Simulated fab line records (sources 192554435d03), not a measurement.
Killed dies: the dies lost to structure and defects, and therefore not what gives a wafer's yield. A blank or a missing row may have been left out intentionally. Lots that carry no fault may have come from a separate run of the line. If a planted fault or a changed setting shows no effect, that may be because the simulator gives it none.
What tool caused it? ; flow n5Finfet ; 12 lots, 36 wafers sampled, at 1 step of a route of 1938

## WHAT EACH GAUGE READ, for each wafer
N5_STI_FIN_REVEAL_CD_MEAS_22: target cd 6.238 nm, pitch 28 nm.
lot;measured;on;cdNm (nm)
L075;day 2 19:38;cdSem-02;6.63 5.85 6.15
L077;day 3 06:55;cdSem-01;6.53 6.13 6.23
L079;day 3 20:34;cdSem-01;5.86 6.27 6.44
L081;day 4 08:16;cdSem-03;6.08 6.15 6.15
L083;day 5 03:28;cdSem-02;6.44 5.97 6.07
L085;day 5 07:34;cdSem-03;6.20 5.81 5.96
L087;day 5 19:55;cdSem-01;6.56 5.82 6.69
L089;day 6 06:56;cdSem-01;6.15 6.51 6.47
L091;day 6 20:35;cdSem-02;5.75 6.38 6.34
L093;day 7 10:23;cdSem-01;6.50 6.30 6.36
L095;day 7 19:30;cdSem-02;6.39 6.53 5.89
L097;day 8 07:34;cdSem-01;6.51 6.27 6.12

## WHICH TOOL RAN EACH LOT (tool, then ch and the chambers of the sampled wafers, then the start)
The record shows no process step preceding these readings.

## THE ANSWER, worked out from the rows above alone
Rule: the lots themselves supply what counts as usual. Put in order of their means at a reading, lots are off if they are a third of the lots or fewer, leave a main group of 4 or more, and stand apart from it by a gap of 3 or more times the standard deviation of the main group's means; of several such gaps the widest counts. Not used: any main group whose means are identical at the precision the tables above print for the reading. A lot without any number at a reading at which 4 lots or more have one is off too. All remaining lots with rows at the step are treated as sound.
Across all readings shown, no lot is off: no conclusion can be drawn from this.

## WHAT WAS PUT IN BY THE SIMULATOR
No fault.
